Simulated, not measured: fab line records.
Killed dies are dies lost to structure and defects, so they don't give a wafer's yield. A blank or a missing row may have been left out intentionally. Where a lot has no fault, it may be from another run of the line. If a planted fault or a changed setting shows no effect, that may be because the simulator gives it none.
The tool behind it: which one?	flow nand-harc	Sampling: 7 lots, 21 wafers, 3 of 1302 route steps

WHAT THE GAUGES SHOWED, per wafer
NHARC_A_M0_CD_MEAS_09: the cd target is 80 nm.
lot	measured	on	cd-nm (nm)
L576	day 23 11:06	cd-sem-01	79.3 80.0 79.4
L586	day 27 17:40	cd-sem-03	79.6 81.3 80.4
L589	day 28 21:35	cd-sem-01	80.3 80.1 79.7
L591	day 29 22:20	cd-sem-02	80.5 81.0 80.7
L594	day 30 18:24	cd-sem-02	78.9 79.3 79.3
L596	day 31 18:34	cd-sem-02	79.9 80.2 79.6
L598	day 32 05:37	cd-sem-02	80.1 79.1 80.6

TOOL THAT RAN EACH LOT (tool first, then ch and the chambers of the sampled wafers, then the start)
lot	NHARC_A_CONTACT_CMP_20	NHARC_A_BLC_PRE_CLEAN_31
L576	cmp-03 ch 2,3, day 23 06:23	pvd-sputter-02, day 23 09:01
L586	cmp-01 ch 1,2,3, day 27 11:44	pvd-sputter-01, day 27 14:26
L589	cmp-04 ch 2,3, day 28 16:48	pvd-sputter-02, day 28 19:22
L591	cmp-03 ch 1,3, day 29 17:21	pvd-sputter-02, day 29 20:05
L594	cmp-01 ch 1,2,3, day 30 13:23	pvd-sputter-03, day 30 16:05
L596	cmp-03 ch 0,2, day 31 13:39	pvd-sputter-02, day 31 16:21
L598	cmp-04 ch 0,1,3, day 32 00:39	pvd-sputter-03, day 32 03:23
- NHARC_A_CONTACT_CMP_20: polishes, t overpolish 30 s, target thk 300 nm.
- NHARC_A_BLC_PRE_CLEAN_31: time 15 s.

THE ANSWER, worked out from the rows above alone
Rule: what is usual is taken from the lots themselves. The widest of any qualifying gaps counts: lots, ordered by their means at a reading, are off when they make up no more than a third of the lots, leave a main group of 4 or more, and stand apart from it by 3 or more times the standard deviation of that group's means. Not used: any main group whose means are identical at the precision the tables above print for the reading. Also off: a lot with no number at a reading for which 4 or more lots have one. Any other lot the step has rows for is counted as sound.
Across all readings shown, no lot is off: no conclusion can be drawn from this.

WHAT THE SIMULATOR HAD PUT IN
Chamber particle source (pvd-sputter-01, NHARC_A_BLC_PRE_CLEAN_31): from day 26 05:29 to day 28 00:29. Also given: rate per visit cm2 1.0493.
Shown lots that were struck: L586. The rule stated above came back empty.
